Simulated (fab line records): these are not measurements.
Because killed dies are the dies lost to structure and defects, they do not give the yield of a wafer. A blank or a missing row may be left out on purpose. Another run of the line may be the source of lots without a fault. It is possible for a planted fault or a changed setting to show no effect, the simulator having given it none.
Which tool did it? / flow nand harc / Sampling: 12 lots, 36 wafers, 6 of 1302 route steps

WHAT THE GAUGES READ, wafer by wafer
NHARC_A_SOURCE_PLATE_THK_MEAS_09: measures by ellipsometry. Usual: thk nm at 9.7 nm, with a standard deviation of 1.
lot=L909; measured=day 7 08:29; on=film metro-01; thk nm (nm)=10.2 9.5 9.0; flag=
lot=L908; measured=day 7 08:29; on=film metro-02; thk nm (nm)=9.4 10.1 9.6; flag=
lot=L917; measured=day 10 18:58; on=film metro-02; thk nm (nm)=9.9 8.9 11.0; flag=
lot=L921; measured=day 12 18:38; on=film metro-01; thk nm (nm)=10.1 9.0 9.8; flag=
lot=L923; measured=day 13 07:34; on=film metro-02; thk nm (nm)=9.5 11.5 8.9; flag=
lot=L924; measured=day 13 21:04; on=film metro-02; thk nm (nm)=10.8 10.4 9.3; flag=
lot=L925; measured=day 14 00:50; on=film metro-02; thk nm (nm)=9.2 10.0 10.5; flag=
lot=L927; measured=day 15 06:16; on=film metro-01; thk nm (nm)=9.3 8.8 11.8; flag=
lot=L928; measured=day 15 10:50; on=film metro-01; thk nm (nm)=11.2 9.8 10.0; flag=
lot=L929; measured=day 15 18:47; on=film metro-02; thk nm (nm)=9.7 8.6 9.9; flag=
lot=L930; measured=day 16 13:56; on=film metro-01; thk nm (nm)=9.0 11.2 9.4; flag=
lot=L931; measured=day 16 13:56; on=film metro-02; thk nm (nm)=8.1 9.3 8.6; flag=

NHARC_A_SOURCE_PLATE_INSPECT_08. Usual: raw defect count at 53, with a standard deviation of 21.
lot=L909; measured=day 7 21:02; on=defect inspect-02; raw defect count=70 49 70; flag=
lot=L908; measured=day 7 21:02; on=defect inspect-01; raw defect count=29 50 17; flag=
lot=L917; measured=day 11 07:58; on=defect inspect-01; raw defect count=67 439 42; flag=OFF
lot=L921; measured=day 13 11:13; on=defect inspect-01; raw defect count=54 66 40; flag=
lot=L923; measured=day 13 21:13; on=defect inspect-01; raw defect count=25 36 64; flag=
lot=L924; measured=day 14 10:36; on=defect inspect-02; raw defect count=54 70 35; flag=
lot=L925; measured=day 14 13:50; on=defect inspect-02; raw defect count=43 109 73; flag=
lot=L927; measured=day 15 21:40; on=defect inspect-01; raw defect count=47 30 40; flag=
lot=L928; measured=day 15 21:40; on=defect inspect-02; raw defect count=45 49 75; flag=
lot=L929; measured=day 16 07:54; on=defect inspect-01; raw defect count=55 36 32; flag=
lot=L930; measured=day 17 02:59; on=defect inspect-02; raw defect count=80 54 79; flag=
lot=L931; measured=day 17 02:59; on=defect inspect-02; raw defect count=41 63 75; flag=

NHARC_END_SORT_01. Usual: killed at array 56, standard deviation 18; killed at other 1.4, standard deviation 1.5; killed at periphery 4, standard deviation 3.1; killed dies 61, standard deviation 19; killed open 3.5, standard deviation 1.8; killed short 2.4, standard deviation 1.4.
lot=L917; measured=day 28 07:32; on=prober-01; killed at array=47 100 40; killed at other=0 3 1; killed at periphery=7 13 5; killed dies=54 116 46; killed open=6 3 2; killed short=4 4 2; flag=

WHICH TOOL RAN EACH LOT (tool, then ch and the chambers of the sampled wafers, then the start)
lot=L909; NHARC_A_ZERO_WELL_ETCH_19=rie diel-08 ch 2,3, day 6 23:11; NHARC_A_ZERO_WELL_RTA_16=rtp anneal-02 ch 0, day 7 00:14; NHARC_A_SOURCE_PLATE_PRECLEAN_00=wet bench-05 ch 0,2,5, day 7 00:28
lot=L908; NHARC_A_ZERO_WELL_ETCH_19=rie diel-08 ch 2,3, day 6 23:45; NHARC_A_ZERO_WELL_RTA_16=rtp anneal-01 ch 0, day 7 00:50; NHARC_A_SOURCE_PLATE_PRECLEAN_00=wet bench-03 ch 0,5,6, day 7 01:02
lot=L917; NHARC_A_ZERO_WELL_ETCH_19=rie diel-07 ch 0,3, day 10 10:05; NHARC_A_ZERO_WELL_RTA_16=rtp anneal-01 ch 0, day 10 11:08; NHARC_A_SOURCE_PLATE_PRECLEAN_00=wet bench-05 ch 1,2,7, day 10 11:21
lot=L921; NHARC_A_ZERO_WELL_ETCH_19=rie diel-08 ch 0,1,2, day 12 10:31; NHARC_A_ZERO_WELL_RTA_16=rtp anneal-01 ch 0, day 12 11:38; NHARC_A_SOURCE_PLATE_PRECLEAN_00=wet bench-03 ch 2,3,4, day 12 11:53
lot=L923; NHARC_A_ZERO_WELL_ETCH_19=rie diel-08 ch 1,2, day 12 23:35; NHARC_A_ZERO_WELL_RTA_16=rtp anneal-01 ch 0, day 13 00:40; NHARC_A_SOURCE_PLATE_PRECLEAN_00=wet bench-09 ch 0,2,7, day 13 00:51
lot=L924; NHARC_A_ZERO_WELL_ETCH_19=rie diel-08 ch 0,2, day 13 11:22; NHARC_A_ZERO_WELL_RTA_16=rtp anneal-02 ch 0, day 13 12:24; NHARC_A_SOURCE_PLATE_PRECLEAN_00=wet bench-05 ch 0,1,5, day 13 12:40
lot=L925; NHARC_A_ZERO_WELL_ETCH_19=rie diel-08 ch 0,1, day 13 16:04; NHARC_A_ZERO_WELL_RTA_16=rtp anneal-02 ch 0, day 13 17:08; NHARC_A_SOURCE_PLATE_PRECLEAN_00=wet bench-09 ch 0,4,5, day 13 17:19
lot=L927; NHARC_A_ZERO_WELL_ETCH_19=rie diel-08 ch 0,2,3, day 14 21:46; NHARC_A_ZERO_WELL_RTA_16=rtp anneal-02 ch 0, day 14 23:22; NHARC_A_SOURCE_PLATE_PRECLEAN_00=wet bench-09 ch 4,5,7, day 14 23:31
lot=L928; NHARC_A_ZERO_WELL_ETCH_19=rie diel-08 ch 0,2,3, day 15 02:43; NHARC_A_ZERO_WELL_RTA_16=rtp anneal-02 ch 0, day 15 03:47; NHARC_A_SOURCE_PLATE_PRECLEAN_00=wet bench-09 ch 0,1,3, day 15 04:01
lot=L929; NHARC_A_ZERO_WELL_ETCH_19=rie diel-07 ch 0,1, day 15 08:42; NHARC_A_ZERO_WELL_RTA_16=rtp anneal-01 ch 0, day 15 09:43; NHARC_A_SOURCE_PLATE_PRECLEAN_00=wet bench-09 ch 0,5,7, day 15 09:58
lot=L930; NHARC_A_ZERO_WELL_ETCH_19=rie diel-08 ch 0,3, day 16 05:36; NHARC_A_ZERO_WELL_RTA_16=rtp anneal-01 ch 0, day 16 06:59; NHARC_A_SOURCE_PLATE_PRECLEAN_00=wet bench-03 ch 0,5,6, day 16 07:10
lot=L931; NHARC_A_ZERO_WELL_ETCH_19=rie diel-07 ch 0,1,3, day 16 06:34; NHARC_A_ZERO_WELL_RTA_16=rtp anneal-01 ch 0, day 16 07:44; NHARC_A_SOURCE_PLATE_PRECLEAN_00=wet bench-05 ch 4,5,6, day 16 07:57
- NHARC_A_ZERO_WELL_ETCH_19: etches the open film in N2/H2, target depth 80 nm, overetch 24 nm, time 87.88 s.
- NHARC_A_ZERO_WELL_RTA_16: time 10 s.
- NHARC_A_SOURCE_PLATE_PRECLEAN_00: cleans in HF-LAST, time 60 s.

AS READ BY THE TOOLS THEMSELVES (means over the sampled wafers that have a number; for cases with no such wafer, the mark the record gives instead)
NHARC_A_ZERO_WELL_ETCH_19. Usual: drypump motor current A 5.7 A, standard deviation 0.53; oes product au 0.999 a.u., standard deviation 0.0081; rf vpp V 431.4 V, standard deviation 2.8; showerhead plenum p Torr 2.07 Torr, standard deviation 0.1; throttle valve pct 14.172 %, standard deviation 0.0088.
lot=L909; tool=rie diel-08; drypump motor current A (A)=6.0; oes product au (a.u.)=1.002; rf vpp V (V)=431.3; showerhead plenum p Torr (Torr)=2.08; throttle valve pct (%)=14.172; flag=
lot=L908; tool=rie diel-08; drypump motor current A (A)=5.9; oes product au (a.u.)=1.003; rf vpp V (V)=430.3; showerhead plenum p Torr (Torr)=2.02; throttle valve pct (%)=14.167; flag=
lot=L917; tool=rie diel-07; drypump motor current A (A)=5.6; oes product au (a.u.)=0.996; rf vpp V (V)=428.0; showerhead plenum p Torr (Torr)=1.94; throttle valve pct (%)=14.175; flag=
lot=L921; tool=rie diel-08; drypump motor current A (A)=5.7; oes product au (a.u.)=1.000; rf vpp V (V)=431.1; showerhead plenum p Torr (Torr)=2.08; throttle valve pct (%)=14.168; flag=
lot=L923; tool=rie diel-08; drypump motor current A (A)=6.1; oes product au (a.u.)=0.990; rf vpp V (V)=429.6; showerhead plenum p Torr (Torr)=2.00; throttle valve pct (%)=14.178; flag=
lot=L924; tool=rie diel-08; drypump motor current A (A)=5.2; oes product au (a.u.)=0.995; rf vpp V (V)=432.1; showerhead plenum p Torr (Torr)=2.13; throttle valve pct (%)=14.165; flag=
lot=L925; tool=rie diel-08; drypump motor current A (A)=5.3; oes product au (a.u.)=0.995; rf vpp V (V)=434.4; showerhead plenum p Torr (Torr)=2.16; throttle valve pct (%)=14.182; flag=
lot=L927; tool=rie diel-08; drypump motor current A (A)=5.6; oes product au (a.u.)=1.007; rf vpp V (V)=431.3; showerhead plenum p Torr (Torr)=2.10; throttle valve pct (%)=14.181; flag=
lot=L928; tool=rie diel-08; drypump motor current A (A)=5.6; oes product au (a.u.)=1.007; rf vpp V (V)=432.8; showerhead plenum p Torr (Torr)=2.10; throttle valve pct (%)=14.172; flag=
lot=L929; tool=rie diel-07; drypump motor current A (A)=5.6; oes product au (a.u.)=1.004; rf vpp V (V)=430.7; showerhead plenum p Torr (Torr)=2.08; throttle valve pct (%)=14.173; flag=
lot=L930; tool=rie diel-08; drypump motor current A (A)=5.6; oes product au (a.u.)=0.997; rf vpp V (V)=433.0; showerhead plenum p Torr (Torr)=2.16; throttle valve pct (%)=14.169; flag=
lot=L931; tool=rie diel-07; drypump motor current A (A)=5.6; oes product au (a.u.)=1.001; rf vpp V (V)=429.9; showerhead plenum p Torr (Torr)=2.00; throttle valve pct (%)=14.166; flag=

NHARC_A_ZERO_WELL_RTA_16. Usual: lamp power pct 28 %, standard deviation 3.3; lamp_zone_1_pct 28 %, standard deviation 3.3; wafer_temp_C_max 1005.1, standard deviation 0.89.
lot=L909; tool=rtp anneal-02; lamp power pct (%)=25; lamp_zone_1_pct (%)=25; wafer_temp_C_max=1005.5; flag=
lot=L908; tool=rtp anneal-01; lamp power pct (%)=31; lamp_zone_1_pct (%)=31; wafer_temp_C_max=1005.0; flag=
lot=L917; tool=rtp anneal-01; lamp power pct (%)=31; lamp_zone_1_pct (%)=31; wafer_temp_C_max=1004.4; flag=
lot=L921; tool=rtp anneal-01; lamp power pct (%)=31; lamp_zone_1_pct (%)=31; wafer_temp_C_max=1003.8; flag=
lot=L923; tool=rtp anneal-01; lamp power pct (%)=31; lamp_zone_1_pct (%)=31; wafer_temp_C_max=1006.5; flag=
lot=L924; tool=rtp anneal-02; lamp power pct (%)=25; lamp_zone_1_pct (%)=25; wafer_temp_C_max=1005.4; flag=
lot=L925; tool=rtp anneal-02; lamp power pct (%)=25; lamp_zone_1_pct (%)=25; wafer_temp_C_max=1005.8; flag=
lot=L927; tool=rtp anneal-02; lamp power pct (%)=25; lamp_zone_1_pct (%)=25; wafer_temp_C_max=1005.4; flag=
lot=L928; tool=rtp anneal-02; lamp power pct (%)=25; lamp_zone_1_pct (%)=25; wafer_temp_C_max=1005.2; flag=
lot=L929; tool=rtp anneal-01; lamp power pct (%)=31; lamp_zone_1_pct (%)=31; wafer_temp_C_max=1003.8; flag=
lot=L930; tool=rtp anneal-01; lamp power pct (%)=31; lamp_zone_1_pct (%)=31; wafer_temp_C_max=1005.1; flag=
lot=L931; tool=rtp anneal-01; lamp power pct (%)=31; lamp_zone_1_pct (%)=31; wafer_temp_C_max=1004.7; flag=

THE ANSWER, worked out from the rows above alone
Rule: a lot is off if the mean of its wafers that have a number lies more than 3 standard deviations from the usual mean. Also off: a lot with no number at a reading for which 4 or more lots have one. Any other lot the step has rows for is counted as sound. Order of review: gauges by route order, followed by the tools' own readings, for which a lot's mean as printed above is used. At the first step where some lot is off, the reading lying furthest off is the one used; lots without a number count as furthest.
Off: L917, at NHARC_A_SOURCE_PLATE_INSPECT_08 (raw defect count).
A tool fits if, at a process step before that reading, it ran every lot that is off, and no sound lot after the first of them. Gauges at NHARC_A_SOURCE_PLATE_INSPECT_08: tried the same way as those tools. No candidate that was tried fits.

WHAT THE SIMULATOR PUT IN
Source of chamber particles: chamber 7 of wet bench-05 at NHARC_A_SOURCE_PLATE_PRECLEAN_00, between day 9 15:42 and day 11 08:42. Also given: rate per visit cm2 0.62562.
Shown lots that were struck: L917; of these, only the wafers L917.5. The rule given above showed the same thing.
